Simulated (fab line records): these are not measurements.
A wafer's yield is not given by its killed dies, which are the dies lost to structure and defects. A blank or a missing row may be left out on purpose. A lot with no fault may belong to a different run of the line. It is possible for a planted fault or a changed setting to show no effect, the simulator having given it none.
fab line records	flow nandHarc
record lots=13	wafers=39	lastDay=33
route steps=1302 shown A_BONDPAD@1210 END@1302
lots that met no fault: from a run of the same line without faults
startH: start of the lot's first displayed wafer, in hours after the record's first day	waitH: time in hours since the lot's previous step	" unchanged from the row above	L1.1+2: a single row standing in for several wafers	- no value present, or no start provided	* or withheld: withheld	< > ~ a bound
route shown NAME@n: NAME is a module with steps in the file, n the number in the route of the first one	usual: mean/standard deviation of fault-free wafers	same: alike in all rows	chamber/n: place in a boat	sites: per-site readings	_std_site: their standard deviation	_edge_site: mean of outer sites minus mean of inner sites	radiusMm: how far each site lies from the wafer's centre	mask NAME#n: copy n	behind: the last tool/chamber to shape the wafer	hold: what put the lot on hold/how long, in hours/how the hold closed	device: transistor that didn't switch, given as n, p or np	end of line: at the end of the route, the tests of the same wafers	a step with no rows: only its recipe	killed: count of dies lost to structure and defects at first sort (not the wafer's yield)	map: the dies of a wafer, with x for killed, . for not killed, _ for no die there
set.NAME: setting as actually run; set.NAME@STEP: the setting as run at that earlier step	model.NAME: the simulator's own value behind a step, which no gauge read
one table for each step of the route and one row for each wafer, over a sample of lots
services: the hour from which a tool's chamber was out of use, counted from the record's first day as startH (under 0 if before that day), plus the number of hours and why
## steps
# step NHARC_A_BONDPAD_SOFTBAKE_04
# recipe tempC=125	timeS=70
# usual heaterPowerTotalW=201.1/1.3
lot.wafer	tool	chamber	startH	waitH	heaterPowerTotalW
L242.1	lithoTrack-07	0	526	-	198.7
L242.3	"	0	"	"	199.9
L242.5	"	0	"	"	199.0
L243.3	lithoTrack-02	0	546	-	202.8
L243.4	"	0	"	"	202.1
L243.5	"	0	"	"	202.4
L244.2	lithoTrack-02	0	550	-	199.0
L244.3	"	0	"	"	202.0
L244.6	"	0	"	"	199.8
L254.1	lithoTrack-07	0	650	-	212.4
L254.3	"	0	"	"	211.6
L254.6	"	0	"	"	211.7
L253.1	lithoTrack-07	0	661	-	208.8
L253.2	"	0	"	"	209.8
L253.5	"	0	"	"	210.8
L257.1	lithoTrack-03	0	677	-	199.6
L257.3	"	0	"	"	201.5
L257.4	"	0	"	"	200.2
L258.3	lithoTrack-03	0	679	-	201.4
L258.5	"	0	"	"	202.6
L258.6	"	0	"	"	202.8
L259.1	lithoTrack-03	0	704	-	198.9
L259.3	"	0	"	"	202.5
L259.4	"	0	"	"	200.0
L260.2	lithoTrack-02	0	710	-	201.2
L260.3	"	0	"	"	202.6
L260.6	"	0	"	"	199.4
L262.3	lithoTrack-07	0	731	-	202.4
L262.4	"	0	"	"	199.1
L262.6	"	0	"	"	202.3
L263.2	lithoTrack-07	0	745	-	199.0
L263.4	"	0	"	"	199.9
L263.6	"	0	"	"	202.6
L264.3	lithoTrack-02	0	748	-	200.7
L264.4	"	0	"	"	202.6
L264.6	"	0	"	"	201.9
L265.2	lithoTrack-07	0	752	-	201.2
L265.3	"	0	"	"	200.6
L265.5	"	0	"	"	199.0
# step NHARC_A_BONDPAD_CD_MEAS_09
# recipe targetCdNm=500	landingEnergyEv=500
# usual cdNm=499.8/1.3
lot.wafer	tool	chamber	startH	waitH	cdNm
L242.1	cdSem-01	0	527.30	-	498.3
L242.3	"	0	"	"	500.9
L242.5	"	0	"	"	498.7
L243.3	cdSem-03	0	547.17	-	499.3
L243.4	"	0	"	"	498.8
L243.5	"	0	"	"	495.9
L244.2	cdSem-03	0	550.97	-	501.8
L244.3	"	0	"	"	502.7
L244.6	"	0	"	"	498.2
L254.1	cdSem-01	0	651.32	-	500.3
L254.3	"	0	"	"	500.6
L254.6	"	0	"	"	502.4
L253.1	cdSem-03	0	661.59	-	500.4
L253.2	"	0	"	"	499.9
L253.5	"	0	"	"	500.9
L257.1	cdSem-02	0	677.85	-	499.2
L257.3	"	0	"	"	500.4
L257.4	"	0	"	"	499.4
L258.3	cdSem-01	0	680.36	-	500.3
L258.5	"	0	"	"	502.5
L258.6	"	0	"	"	501.4
L259.1	cdSem-03	0	704.87	-	499.9
L259.3	"	0	"	"	501.3
L259.4	"	0	"	"	499.2
L260.2	cdSem-01	0	710.93	-	501.1
L260.3	"	0	"	"	501.2
L260.6	"	0	"	"	501.9
L262.3	cdSem-01	0	731.57	-	501.3
L262.4	"	0	"	"	499.0
L262.6	"	0	"	"	498.3
L263.2	cdSem-02	0	745.41	-	498.8
L263.4	"	0	"	"	497.7
L263.6	"	0	"	"	498.5
L264.3	cdSem-02	0	749.28	-	501.1
L264.4	"	0	"	"	500.0
L264.6	"	0	"	"	500.8
L265.2	cdSem-01	0	752.42	-	497.8
L265.3	"	0	"	"	498.9
L265.5	"	0	"	"	499.2
# step NHARC_A_BONDPAD_OVL_MEAS_35
# usual overlayXNm=-1/5.4	overlayYNm=0/4.7
lot.wafer	tool	chamber	startH	waitH	overlayXNm	overlayYNm
L242.1	overlay-02	-	527.40	-	6	-9
L242.3	"	-	"	"	5	-9
L242.5	"	-	"	"	5	-9
L243.3	overlay-02	-	547.25	-	-1	2
L243.4	"	-	"	"	-1	2
L243.5	"	-	"	"	-1	2
L244.2	overlay-02	-	551.06	-	-12	-8
L244.3	"	-	"	"	-12	-8
L244.6	"	-	"	"	-12	-7
L254.1	overlay-01	-	651.41	-	-7	-7
L254.3	"	-	"	"	-7	-8
L254.6	"	-	"	"	-7	-8
L253.1	overlay-01	-	661.69	-	1	-2
L253.2	"	-	"	"	0	-3
L253.5	"	-	"	"	0	-2
L257.1	overlay-01	-	677.94	-	-2	6
L257.3	"	-	"	"	-2	5
L257.4	"	-	"	"	-1	6
L258.3	overlay-02	-	680.44	-	-5	2
L258.5	"	-	"	"	-4	2
L258.6	"	-	"	"	-5	2
L259.1	overlay-01	-	704.95	-	1	2
L259.3	"	-	"	"	0	2
L259.4	"	-	"	"	0	2
L260.2	overlay-02	-	711.02	-	-1	0
L260.3	"	-	"	"	-1	0
L260.6	"	-	"	"	-1	1
L262.3	overlay-02	-	731.65	-	-6	-6
L262.4	"	-	"	"	-6	-7
L262.6	"	-	"	"	-7	-7
L263.2	overlay-02	-	745.49	-	5	4
L263.4	"	-	"	"	4	4
L263.6	"	-	"	"	4	4
L264.3	overlay-02	-	749.37	-	-3	2
L264.4	"	-	"	"	-3	2
L264.6	"	-	"	"	-3	2
L265.2	overlay-02	-	752.50	-	-4	0
L265.3	"	-	"	"	-3	0
L265.5	"	-	"	"	-4	0
# step NHARC_A_BONDPAD_ETCH_12
# recipe targetDepthA=2200	timeS=110	chf3FlowSccm=50	o2FlowSccm=10	arFlowSccm=200	rfW=500	biasW=200	chemistry=CHF3/O2
# usual drypumpMotorCurrentA=5.6/0.57	o2FlowSccm=10.003/0.028	oesProductAu=0.948/0.021	rfVppV=370.7/2.4	showerheadPlenumPTorr=2.41/0.11	throttleValvePct=20.572/0.0091
lot.wafer	tool	chamber	startH	waitH	drypumpMotorCurrentA	o2FlowSccm	oesProductAu	rfHoursCounterH	rfVppV	showerheadPlenumPTorr	throttleValvePct
L242.1	rieDiel-04	3	-	-	5.6	9.962	0.959	5	370.5	2.38	20.572
L242.3	"	1	"	"	5.0	9.967	0.953	5	368.5	2.28	20.560
L242.5	"	2	"	"	6.6	9.990	0.964	-	373.4	2.57	20.582
L243.4	rieDiel-13	2	-	-	5.2	9.974	0.966	10	369.2	2.33	20.569
L243.3	"	3	"	"	5.2	10.020	0.947	9	368.7	2.29	20.575
L243.5	"	1	"	"	5.3	10.031	0.977	-	373.7	2.53	20.561
L244.3	rieDiel-03	1	-	-	5.4	10.021	0.920	13	372.8	2.50	20.590
L244.2	"	3	"	"	5.9	9.939	0.921	12	369.1	2.31	20.564
L244.6	"	1	"	"	5.4	10.005	0.925	-	372.6	2.50	20.575
L254.3	rieDiel-04	2	-	-	6.5	9.996	0.960	3	373.5	2.57	20.560
L254.1	"	3	"	"	5.6	10.040	0.962	3	369.5	2.38	20.573
L254.6	"	0	"	"	4.9	9.992	0.952	-	372.6	2.47	20.568
L253.2	rieDiel-04	2	-	-	6.5	10.025	0.969	3	374.5	2.57	20.590
L253.1	"	0	"	"	4.9	9.982	0.959	3	371.5	2.47	20.563
L253.5	"	3	"	"	5.6	9.985	0.964	-	369.9	2.38	20.569
L257.4	rieDiel-04	2	-	-	6.5	10.025	0.928	4	374.8	2.57	20.566
L257.3	"	3	"	"	5.6	10.016	0.931	4	370.8	2.38	20.583
L257.1	"	1	"	"	5.0	10.024	0.918	3	366.8	2.28	20.575
L258.3	rieDiel-04	3	-	-	5.6	10.015	0.977	4	370.8	2.38	20.581
L258.5	"	1	"	"	5.0	9.932	0.955	-	367.4	2.28	20.573
L258.6	"	2	"	"	6.5	9.994	0.967	-	374.1	2.57	20.578
L259.4	rieDiel-04	2	-	-	6.5	10.030	0.963	4	373.2	2.57	20.571
L259.1	"	3	"	"	5.6	10.006	0.965	4	370.8	2.38	20.578
L259.3	"	0	"	"	4.9	10.062	0.958	4	371.7	2.47	20.567
L260.3	rieDiel-03	3	-	-	5.9	10.027	0.936	13	368.1	2.30	20.567
L260.2	"	1	"	"	5.4	9.986	0.988	11	372.1	2.49	20.567
L260.6	"	3	"	"	5.9	10.001	0.934	-	368.0	2.30	20.574
L262.3	rieDiel-04	2	-	-	6.5	10.010	0.964	0	375.2	2.57	20.584
L262.4	"	1	"	"	5.1	10.019	0.960	0	370.2	2.27	20.586
L262.6	"	2	"	"	6.5	9.993	0.955	-	373.9	2.57	20.570
L263.2	rieDiel-03	0	-	-	5.3	10.005	0.924	20	374.5	2.59	20.586
L263.4	"	1	"	"	5.4	9.994	0.919	18	370.7	2.49	20.578
L263.6	"	2	"	"	6.3	10.047	0.928	-	371.8	2.40	20.565
L264.4	rieDiel-04	1	-	-	5.0	10.042	0.958	0	367.8	2.27	20.580
L264.3	"	2	"	"	6.5	9.996	0.961	1	374.3	2.57	20.565
L264.6	"	0	"	"	4.9	9.945	0.961	-	371.7	2.47	20.596
L265.3	rieDiel-04	3	-	-	5.6	10.009	0.974	1	370.3	2.38	20.564
L265.2	"	1	"	"	5.1	9.996	0.952	1	368.6	2.27	20.573
L265.5	"	0	"	"	4.9	10.022	0.972	-	372.5	2.47	20.575
# step NHARC_END_SORT_01
# recipe tempC=25
# usual defectLimitedYield=91/3.4	killedAtArray=57/24	killedAtOther=0.7/0.94	killedAtPeriphery=3.8/2.5	killedDies=62/23	killedOpen=3.1/1.8	killedShort=2.5/1.6
# same grossDies=677
lot.wafer	tool	chamber	startH	waitH	defectLimitedYield[%]	killedAtArray	killedAtOther	killedAtPeriphery	killedDies	killedOpen	killedShort
L242.1	prober-01	0	580.10	2.5	96	21	1	3	25	4	2
L242.3	prober-01	0	581.71	3.1	95	25	2	5	32	3	2
L242.5	prober-01	0	583.32	3.7	96	22	1	1	24	2	1
L244.2	prober-01	0	596.53	2.8	93	36	0	10	46	5	4
L244.3	prober-01	0	597.33	3.1	96	22	0	4	26	3	2
L244.6	prober-01	0	599.74	4.0	97	18	0	4	22	4	2
L243.3	prober-02	0	597.25	3.1	92	50	1	5	56	1	3
L243.4	prober-02	0	598.06	3.4	93	44	2	4	50	3	2
L243.5	prober-02	0	598.87	3.7	93	44	0	4	48	1	1
L254.1	prober-02	0	682.47	2.5	94	39	1	1	41	3	1
L254.3	prober-02	0	684.08	3.1	93	44	1	3	48	4	1
L254.6	prober-02	0	686.48	4.0	92	50	1	1	52	1	4
L253.1	prober-01	0	694.54	2.5	91	61	1	2	64	3	0
L253.2	prober-01	0	695.35	2.8	90	62	0	4	66	1	2
L253.5	prober-01	0	697.77	3.7	91	59	2	1	62	3	1
L257.1	prober-02	0	712.37	2.5	93	42	0	5	47	2	4
L257.3	prober-02	0	713.99	3.1	95	33	1	1	35	2	3
L257.4	prober-02	0	714.80	3.4	93	32	1	14	47	1	3
L258.3	prober-01	0	713.93	3.1	90	66	0	1	67	4	3
L258.5	prober-01	0	715.51	3.7	90	62	0	3	65	5	3
L258.6	prober-01	0	716.31	4.0	92	54	0	0	54	1	1
L259.1	prober-02	0	733.26	2.5	92	46	0	5	51	6	2
L259.3	prober-02	0	734.85	3.1	92	51	0	4	55	4	3
L259.4	prober-02	0	735.64	3.4	90	61	0	6	67	6	5
L260.2	prober-02	0	742.65	2.8	93	44	1	2	47	5	1
L260.3	prober-02	0	743.46	3.1	94	43	1	0	44	3	1
L260.6	prober-02	0	745.87	4.0	93	42	3	2	47	2	2
L262.3	prober-01	0	766.81	3.1	89	75	1	0	76	1	1
L262.4	prober-01	0	767.60	3.4	88	76	0	2	78	5	0
L262.6	prober-01	0	769.19	4.0	87	83	2	3	88	3	2
L263.2	prober-02	0	776.66	2.8	93	40	0	8	48	4	2
L263.4	prober-02	0	778.26	3.4	93	41	0	7	48	1	2
L263.6	prober-02	0	779.85	4.0	94	35	0	9	44	2	0
L264.3	prober-01	0	777.46	3.1	94	39	0	3	42	1	2
L264.4	prober-01	0	778.27	3.4	93	48	0	1	49	4	3
L264.6	prober-01	0	779.89	4.0	92	49	1	1	51	1	2
L265.2	prober-02	0	784.46	2.8	88	75	2	1	78	2	2
L265.3	prober-02	0	785.26	3.1	85	98	2	3	103	2	6
L265.5	prober-02	0	786.87	3.7	90	68	1	1	70	2	1
# killed by level:class
L242.1 A_CHANNEL_HOLE_D2:chamberFilmFlake=8 A_STAIRCASE:chamberFilmFlake=3 A_DECK1_JOINT:chamberFilmFlake=2 A_CONTACT:chamberFilmFlake=2 P_CONTACT:geometricParticle:short=1 P_CONTACT:geometricParticle:open=1 A_ONON_D1:geometricParticle:short=1 A_SGD_CUT:geometricParticle:open=1
L242.3 A_CHANNEL_HOLE_D2:chamberFilmFlake=7 A_STAIRCASE:chamberFilmFlake=5 A_CONTACT:chamberFilmFlake=4 P_ZERO_WELL:chamberFilmFlake=2 A_CHANNEL_FILL_D1:chamberFilmFlake=2 A_WL_FILL:chamberFilmFlake=2 THIN_TSV:chamberFilmFlake=2 P_CONTACT:geometricParticle:open=1
L242.5 A_STAIRCASE:chamberFilmFlake=10 A_CHANNEL_HOLE_D2:chamberFilmFlake=3 A_CHANNEL_FILL_D1:chamberFilmFlake=2 A_CONTACT:chamberFilmFlake=2 P_CONTACT:geometricParticle:open=1 A_CHANNEL_HOLE_D2:geometricParticle:open=1 A_CONTACT:geometricParticle:short=1 A_ZERO_WELL:chamberFilmFlake=1
L244.2 A_CONTACT:chamberFilmFlake=11 A_CHANNEL_HOLE_D2:chamberFilmFlake=9 P_M1:chamberFilmFlake=4 A_CHANNEL_HOLE_D1:chamberFilmFlake=4 A_CHANNEL_FILL_D2:chamberFilmFlake=3 P_GATE:chamberFilmFlake=2 P_CONTACT:geometricParticle:open=1 P_M0:geometricParticle:short=1
L243.3 A_CHANNEL_HOLE_D1:chamberFilmFlake=30 A_CHANNEL_HOLE_D2:chamberFilmFlake=9 P_ZERO_WELL:chamberFilmFlake=3 A_STAIRCASE:chamberFilmFlake=3 A_CONTACT:chamberFilmFlake=3 P_STI:chamberFilmFlake=2 A_ONON_D2:geometricParticle:short=1 A_CHANNEL_HOLE_D2:geometricParticle:short=1
L244.3 A_CHANNEL_HOLE_D2:chamberFilmFlake=9 A_CHANNEL_FILL_D2:chamberFilmFlake=3 A_CONTACT:chamberFilmFlake=3 P_M1:chamberFilmFlake=2 A_CHANNEL_HOLE_D1:chamberFilmFlake=2 P_CONTACT:geometricParticle:open=1 A_CHANNEL_FILL_D1:geometricParticle:short=1 A_CHANNEL_FILL_D2:geometricParticle:short=1
L243.4 A_CHANNEL_HOLE_D1:chamberFilmFlake=26 A_CHANNEL_HOLE_D2:chamberFilmFlake=5 A_CONTACT:chamberFilmFlake=4 P_ZERO_WELL:chamberFilmFlake=3 A_ONON_D1:geometricParticle:open=2 A_SLIT:chamberFilmFlake=2 THIN_TSV:chamberFilmFlake=2 A_ONON_D1:geometricParticle:short=1
L243.5 A_CHANNEL_HOLE_D1:chamberFilmFlake=25 A_CHANNEL_HOLE_D2:chamberFilmFlake=11 P_ZERO_WELL:chamberFilmFlake=3 A_STAIRCASE:chamberFilmFlake=3 A_CONTACT:chamberFilmFlake=2 A_ONON_D1:geometricParticle:short=1 A_M0:geometricParticle:open=1 P_STI:chamberFilmFlake=1
L244.6 A_CONTACT:chamberFilmFlake=6 A_CHANNEL_HOLE_D2:chamberFilmFlake=4 P_M1:chamberFilmFlake=3 P_CONTACT:geometricParticle:open=1 A_CHANNEL_FILL_D1:geometricParticle:open=1 A_DECK1_JOINT:geometricParticle:open=1 A_CHANNEL_FILL_D2:geometricParticle:short=1 A_WL_FILL:geometricParticle:open=1
L254.1 A_SLIT:chamberFilmFlake=28 A_CHANNEL_HOLE_D2:chamberFilmFlake=2 A_STAIRCASE:chamberFilmFlake=2 A_ONON_D2:geometricParticle:open=1 A_CHANNEL_FILL_D2:geometricParticle:short=1 A_CHANNEL_FILL_D2:geometricParticle:open=1 A_BLC:geometricParticle:open=1 P_CONTACT:chamberFilmFlake=1
L254.3 A_SLIT:chamberFilmFlake=28 A_STAIRCASE:chamberFilmFlake=5 A_CHANNEL_HOLE_D1:chamberFilmFlake=3 A_CHANNEL_FILL_D1:geometricParticle:open=2 P_GATE:chamberFilmFlake=2 A_CHANNEL_FILL_D2:geometricParticle:open=1 A_BLC:geometricParticle:short=1 A_BLC:geometricParticle:open=1
L254.6 A_SLIT:chamberFilmFlake=29 A_CHANNEL_HOLE_D1:chamberFilmFlake=7 A_STAIRCASE:chamberFilmFlake=3 A_CHANNEL_HOLE_D2:chamberFilmFlake=2 A_CONTACT:chamberFilmFlake=2 A_CHANNEL_FILL_D1:geometricParticle:open=1 A_CHANNEL_FILL_D1:geometricParticle:short=1 A_WL_FILL:geometricParticle:short=1
L253.1 A_CHANNEL_HOLE_D1:chamberFilmFlake=30 A_CHANNEL_HOLE_D2:chamberFilmFlake=16 A_CONTACT:chamberFilmFlake=6 P_STI:chamberFilmFlake=2 A_ZERO_WELL:chamberFilmFlake=2 A_STAIRCASE:chamberFilmFlake=2 A_ONON_D1:geometricParticle:open=1 A_SGD_CUT:geometricParticle:open=1
L253.2 A_CHANNEL_HOLE_D1:chamberFilmFlake=35 A_CHANNEL_HOLE_D2:chamberFilmFlake=15 A_CONTACT:chamberFilmFlake=6 P_STI:chamberFilmFlake=2 A_ONON_D1:geometricParticle:open=1 A_ONON_D2:geometricParticle:short=1 A_M0:geometricParticle:short=1 P_M0:chamberFilmFlake=1
L253.5 A_CHANNEL_HOLE_D1:chamberFilmFlake=33 A_CHANNEL_HOLE_D2:chamberFilmFlake=11 A_CONTACT:chamberFilmFlake=6 A_SLIT:chamberFilmFlake=2 A_ONON_D1:geometricParticle:open=1 A_CHANNEL_FILL_D2:geometricParticle:open=1 A_M0:geometricParticle:short=1 STARTING-WAFER:geometricParticle:open=1
L257.1 A_CHANNEL_HOLE_D1:chamberFilmFlake=15 A_SLIT:chamberFilmFlake=9 A_CONTACT:chamberFilmFlake=7 P_GATE:chamberFilmFlake=4 A_CHANNEL_FILL_D1:geometricParticle:short=2 A_SGD_CUT:chamberFilmFlake=2 A_ONON_D1:geometricParticle:short=1 A_CHANNEL_FILL_D1:geometricParticle:open=1
L258.3 A_SLIT:chamberFilmFlake=24 A_CHANNEL_HOLE_D2:chamberFilmFlake=17 A_CHANNEL_HOLE_D1:chamberFilmFlake=8 A_STAIRCASE:chamberFilmFlake=6 A_CONTACT:chamberFilmFlake=4 P_M0:geometricParticle:open=1 A_ONON_D1:geometricParticle:short=1 A_ONON_D1:geometricParticle:open=1
L257.3 A_CHANNEL_HOLE_D1:chamberFilmFlake=10 A_CONTACT:chamberFilmFlake=7 A_SLIT:chamberFilmFlake=5 A_WL_FILL:chamberFilmFlake=4 A_STAIRCASE:chamberFilmFlake=2 A_ONON_D1:geometricParticle:short=1 A_CHANNEL_FILL_D1:geometricParticle:short=1 A_ONON_D2:geometricParticle:short=1
L257.4 A_CHANNEL_HOLE_D1:chamberFilmFlake=11 A_CONTACT:chamberFilmFlake=8 P_GATE:chamberFilmFlake=7 P_ZERO_WELL:chamberFilmFlake=5 A_STAIRCASE:chamberFilmFlake=5 A_SLIT:chamberFilmFlake=4 P_STI:geometricParticle:short=1 P_CONTACT:geometricParticle:open=1
L258.5 A_SLIT:chamberFilmFlake=25 A_CHANNEL_HOLE_D2:chamberFilmFlake=18 A_CHANNEL_HOLE_D1:chamberFilmFlake=7 A_CONTACT:chamberFilmFlake=5 P_CONTACT:geometricParticle:open=2 A_STAIRCASE:chamberFilmFlake=2 P_M1:geometricParticle:open=1 A_SOURCE_PLATE:geometricParticle:open=1
L258.6 A_SLIT:chamberFilmFlake=25 A_CHANNEL_HOLE_D2:chamberFilmFlake=13 A_CHANNEL_HOLE_D1:chamberFilmFlake=11 A_CHANNEL_FILL_D1:geometricParticle:open=1 A_ONON_D2:geometricParticle:short=1 A_ZERO_WELL:chamberFilmFlake=1 A_CONTACT:chamberFilmFlake=1 A_BLC:chamberFilmFlake=1
L259.1 A_CHANNEL_HOLE_D2:chamberFilmFlake=23 A_CHANNEL_HOLE_D1:chamberFilmFlake=6 A_DECK1_JOINT:chamberFilmFlake=3 A_SLIT:chamberFilmFlake=3 A_CHANNEL_HOLE_D1:geometricParticle:open=2 P_M0:chamberFilmFlake=2 P_M2:chamberFilmFlake=2 A_STAIRCASE:chamberFilmFlake=2
L259.3 A_CHANNEL_HOLE_D2:chamberFilmFlake=20 A_CHANNEL_HOLE_D1:chamberFilmFlake=12 A_STAIRCASE:chamberFilmFlake=8 A_SLIT:chamberFilmFlake=3 P_M2:chamberFilmFlake=2 A_DECK1_JOINT:chamberFilmFlake=2 P_STI:geometricParticle:open=1 P_CONTACT:geometricParticle:open=1
L259.4 A_CHANNEL_HOLE_D2:chamberFilmFlake=28 A_CHANNEL_HOLE_D1:chamberFilmFlake=18 A_STAIRCASE:chamberFilmFlake=3 A_SLIT:chamberFilmFlake=2 P_CONTACT:geometricParticle:open=1 P_CONTACT:geometricParticle:short=1 P_M0:geometricParticle:open=1 A_SOURCE_PLATE:geometricParticle:short=1
L260.2 A_CHANNEL_HOLE_D1:chamberFilmFlake=16 A_CONTACT:chamberFilmFlake=6 A_SGD_CUT:chamberFilmFlake=5 A_STAIRCASE:chamberFilmFlake=4 A_SLIT:chamberFilmFlake=3 A_CHANNEL_HOLE_D2:chamberFilmFlake=2 A_WL_FILL:chamberFilmFlake=2 P_M0:geometricParticle:open=1
L260.3 A_CHANNEL_HOLE_D1:chamberFilmFlake=15 A_CONTACT:chamberFilmFlake=7 A_STAIRCASE:chamberFilmFlake=6 A_SLIT:chamberFilmFlake=5 A_SGD_CUT:chamberFilmFlake=3 A_WL_FILL:chamberFilmFlake=2 A_DECK1_JOINT:geometricParticle:open=1 A_WL_FILL:geometricParticle:open=1
L260.6 A_CHANNEL_HOLE_D1:chamberFilmFlake=16 A_SGD_CUT:chamberFilmFlake=7 A_CONTACT:chamberFilmFlake=6 A_SLIT:chamberFilmFlake=4 A_WL_FILL:chamberFilmFlake=3 THIN_TSV:chamberFilmFlake=3 A_STAIRCASE:chamberFilmFlake=2 P_M0:geometricParticle:open=1
L262.3 A_SLIT:chamberFilmFlake=29 A_CHANNEL_HOLE_D1:chamberFilmFlake=19 A_CHANNEL_HOLE_D2:chamberFilmFlake=16 A_DECK1_JOINT:chamberFilmFlake=3 A_CONTACT:chamberFilmFlake=2 A_BONDPAD:chamberFilmFlake=2 A_CHANNEL_HOLE_D1:geometricParticle:open=1 A_WL_FILL:geometricParticle:short=1
L262.4 A_SLIT:chamberFilmFlake=26 A_CHANNEL_HOLE_D2:chamberFilmFlake=26 A_CHANNEL_HOLE_D1:chamberFilmFlake=14 A_STAIRCASE:chamberFilmFlake=3 P_M0:geometricParticle:open=1 A_CHANNEL_HOLE_D1:geometricParticle:open=1 A_WL_FILL:geometricParticle:open=1 A_CONTACT:geometricParticle:open=1
L262.6 A_SLIT:chamberFilmFlake=30 A_CHANNEL_HOLE_D2:chamberFilmFlake=25 A_CHANNEL_HOLE_D1:chamberFilmFlake=13 A_CHANNEL_FILL_D2:chamberFilmFlake=4 A_BONDPAD:chamberFilmFlake=3 A_STAIRCASE:chamberFilmFlake=2 THIN_TSV:chamberFilmFlake=2 P_CONTACT:geometricParticle:open=1
L263.2 A_CHANNEL_HOLE_D1:chamberFilmFlake=17 A_CONTACT:chamberFilmFlake=7 A_SLIT:chamberFilmFlake=6 A_CHANNEL_FILL_D2:chamberFilmFlake=3 P_CONTACT:geometricParticle:open=2 P_M0:chamberFilmFlake=2 P_M1:chamberFilmFlake=2 A_STAIRCASE:chamberFilmFlake=2
L264.3 A_SLIT:chamberFilmFlake=30 P_STI:chamberFilmFlake=3 A_CHANNEL_FILL_D2:chamberFilmFlake=3 A_WL_FILL:geometricParticle:short=2 A_CONTACT:chamberFilmFlake=2 A_CHANNEL_FILL_D1:geometricParticle:open=1 A_DECK1_JOINT:chamberFilmFlake=1
L263.4 A_CHANNEL_HOLE_D1:chamberFilmFlake=21 A_CONTACT:chamberFilmFlake=7 A_SLIT:chamberFilmFlake=5 P_M1:chamberFilmFlake=4 A_CHANNEL_FILL_D2:chamberFilmFlake=3 P_M1:geometricParticle:short=1 A_ONON_D1:geometricParticle:short=1 A_CHANNEL_HOLE_D1:geometricParticle:open=1
L264.4 A_SLIT:chamberFilmFlake=30 A_CHANNEL_FILL_D2:chamberFilmFlake=3 A_DECK1_JOINT:chamberFilmFlake=2 A_CHANNEL_HOLE_D2:chamberFilmFlake=2 A_CONTACT:chamberFilmFlake=2 P_M0:geometricParticle:open=1 A_SOURCE_PLATE:geometricParticle:open=1 A_CHANNEL_HOLE_D1:geometricParticle:short=1
L263.6 A_CHANNEL_HOLE_D1:chamberFilmFlake=21 A_SLIT:chamberFilmFlake=8 P_M1:chamberFilmFlake=6 A_CONTACT:chamberFilmFlake=3 P_M0:chamberFilmFlake=2 A_DECK1_JOINT:geometricParticle:open=1 A_WL_FILL:geometricParticle:open=1 P_GATE:chamberFilmFlake=1
L264.6 A_SLIT:chamberFilmFlake=40 A_DECK1_JOINT:chamberFilmFlake=2 A_CHANNEL_FILL_D2:chamberFilmFlake=2 P_CONTACT:geometricParticle:open=1 A_CHANNEL_HOLE_D1:geometricParticle:short=1 A_WL_FILL:geometricParticle:short=1 A_CHANNEL_FILL_D1:chamberFilmFlake=1 A_STAIRCASE:chamberFilmFlake=1
L265.2 A_SLIT:chamberFilmFlake=31 A_CHANNEL_HOLE_D2:chamberFilmFlake=21 A_CHANNEL_HOLE_D1:chamberFilmFlake=7 A_M1:chamberFilmFlake=4 A_STAIRCASE:chamberFilmFlake=3 A_CONTACT:chamberFilmFlake=3 A_CHANNEL_FILL_D1:geometricParticle:short=2 A_DECK1_JOINT:chamberFilmFlake=2
L265.3 A_CHANNEL_HOLE_D2:chamberFilmFlake=34 A_SLIT:chamberFilmFlake=26 A_CHANNEL_HOLE_D1:chamberFilmFlake=25 A_DECK1_JOINT:chamberFilmFlake=2 A_CHANNEL_FILL_D2:chamberFilmFlake=2 A_STAIRCASE:chamberFilmFlake=2 P_STI:geometricParticle:short=1 P_CONTACT:geometricParticle:short=1
L265.5 A_SLIT:chamberFilmFlake=30 A_CHANNEL_HOLE_D2:chamberFilmFlake=20 A_CHANNEL_HOLE_D1:chamberFilmFlake=6 A_CONTACT:chamberFilmFlake=4 A_M1:chamberFilmFlake=2 A_CHANNEL_FILL_D1:geometricParticle:open=1 A_SGD_CUT:geometricParticle:open=1 A_WL_FILL:geometricParticle:short=1
## services
tool	chamber	startH	hours	kind
rieDiel-04	2	507.63	9.1	repair
rieDiel-04	0	510.95	-	clean
rieDiel-04	1	510.95	-	clean
rieDiel-04	3	510.95	-	clean
rieDiel-04	1	513.80	6.0	repair
rieDiel-13	-	520.02	9.0	pm
rieDiel-04	0	523.55	6.1	repair
rieDiel-04	-	531.95	9.0	pm
rieDiel-04	0	531.95	9.0	ventCycle
rieDiel-04	1	531.95	9.0	ventCycle
rieDiel-03	2	570.50	5.3	repair
lithoTrack-02	-	577.00	7.0	pm
rieDiel-03	1	580.94	8.3	repair
lithoTrack-07	-	601.00	7.0	pm
lithoTrack-03	-	625.00	7.0	pm
rieDiel-04	1	644.05	14.2	repair
rieDiel-13	0	652.35	1.4	repair
rieDiel-13	1	674.59	5.0	repair
rieDiel-03	1	695.26	15.9	repair
rieDiel-13	-	697.02	9.0	pm
rieDiel-04	-	708.95	9.0	pm
rieDiel-03	3	722.19	18.0	repair
rieDiel-13	2	735.85	6.5	repair
lithoTrack-02	-	752.00	7.0	pm
## key
firstSign step=NHARC_A_BONDPAD_SOFTBAKE_04	reading=heaterPowerTotalW	direction=up	sigmas=7.6	usual=*	struck=*
effect none on later readings
metAt NHARC_A_BONDPAD_SOFTBAKE_04
struckLots L253,L254
notActingAt NHARC_A_BONDPAD_CD_MEAS_09,NHARC_A_BONDPAD_OVL_MEAS_35,NHARC_A_BONDPAD_ETCH_12
onsetBetween 526 650
fault kind=processParameterDrift	tool=lithoTrack-07	chamber=-	onsetH=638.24	steps=NHARC_A_BONDPAD_SOFTBAKE_04	channel=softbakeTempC	offset=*	shape=step	endH=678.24	actsIn=*	stated=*
